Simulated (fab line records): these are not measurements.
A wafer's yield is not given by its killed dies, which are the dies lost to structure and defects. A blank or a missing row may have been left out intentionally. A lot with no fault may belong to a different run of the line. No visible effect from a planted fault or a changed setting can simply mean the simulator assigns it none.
Chamber matching -- flow nand-harc -- rie-diel-04 running NHARC_A_BONDPAD_ETCH_34: 4 sister chambers
The step etches the open film in N2/H2, target depth 60 nm, overetch 18 nm, time 65.91 s. 4 wafers are shown with their chamber, then 12 later ones without.

## WAFERS WITH THEIR CHAMBER
wafer,chamber,rf-vpp-V (V)
L083.1,3,429
L084.2,0,427
L084.3,2,427
L084.6,1,434

## WAFERS WITH NO CHAMBER GIVEN
wafer,rf-vpp-V (V)
L094.3,433
L094.4,426
L094.5,427
L093.2,426
L093.4,434
L093.6,435
L095.1,435
L095.2,425
L095.5,435
L097.2,428
L097.3,434
L097.6,435

## EACH ONE'S CHAMBER
wafer,from the rows above,in truth
L094.3,1,1
L094.4,can't be placed: 0 or 2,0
L094.5,can't be placed: 0 or 2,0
L093.2,can't be placed: 0 or 2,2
L093.4,1,1
L093.6,1,1
L095.1,1,1
L095.2,can't be placed: 0 or 2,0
L095.5,1,1
L097.2,can't be placed: 0 or 2 or 3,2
L097.3,1,1
L097.6,1,1
Placed correctly: 7 of 12. Not placeable from these rows: 5 (in 5, the candidates include the true chamber). Number placed wrongly: 0.
How it was worked out, from the rows above alone: a wafer's distance from a chamber is the root of the sum, over the readings, of the square of ((its reading less the chamber's mean) divided by the reading's scatter). The wafer belongs to the nearest chamber; if the next one is less than 2 further off, it can't be placed. The mean given for a chamber averages the wafers shown for that chamber. The scatter (one wafer shown for each chamber): square how far every hidden wafer sits from the nearest shown wafer, average those squares and take the square root.
